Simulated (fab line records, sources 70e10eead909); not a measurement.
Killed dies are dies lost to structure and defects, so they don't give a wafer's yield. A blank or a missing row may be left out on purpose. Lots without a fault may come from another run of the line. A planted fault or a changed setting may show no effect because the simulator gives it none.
Chamber matching | flow nand_harc | NHARC_A_STAIRCASE_ETCH_271 on rie_diel-02: 4 sister chambers
The step etches the open film in CF4/CHF3. 4 wafers are shown with their chamber, then 12 later ones without.

WAFERS WITH THEIR CHAMBER
wafer  | chamber | showerhead_plenum_p_Torr (Torr)
L081.6 | 1       | 1.67
L085.4 | 0       | 1.61
L084.2 | 3       | 1.67
L084.6 | 2       | 1.55

WAFERS WITHOUT THEIR CHAMBER
wafer  | showerhead_plenum_p_Torr (Torr)
L089.2 | 1.55
L089.4 | 1.66
L089.6 | 1.66
L088.2 | 1.55
L088.3 | 1.61
L088.4 | 1.66
L088.1 | 1.66
L088.5 | 1.61
L088.6 | 1.66
L097.2 | 1.66
L097.5 | 1.61
L097.6 | 1.66

WHICH CHAMBER EACH WENT THROUGH
wafer  | from the rows above     | in truth
L089.2 | 2                       | 2
L089.4 | can't be placed: 1 or 3 | 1
L089.6 | can't be placed: 1 or 3 | 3
L088.2 | 2                       | 2
L088.3 | 0                       | 0
L088.4 | can't be placed: 1 or 3 | 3
L088.1 | can't be placed: 1 or 3 | 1
L088.5 | 0                       | 0
L088.6 | can't be placed: 1 or 3 | 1
L097.2 | can't be placed: 1 or 3 | 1
L097.5 | 0                       | 0
L097.6 | can't be placed: 1 or 3 | 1
Placed correctly: 5 of 12. Can't be placed from these rows: 7 (the true chamber is among the candidates in 7). Placed wrongly: 0.
How it was worked out, from the rows above alone: a wafer's distance from a chamber is the root of the sum, over the readings, of the square of ((its reading less the chamber's mean) divided by the reading's scatter). The wafer belongs to the nearest chamber; if the next one is less than 2 further off, it can't be placed. A chamber's mean is the mean of its shown wafers. The scatter: with one shown wafer a chamber, the root of the mean of the squares of how far each hidden wafer lies from its nearest shown one.
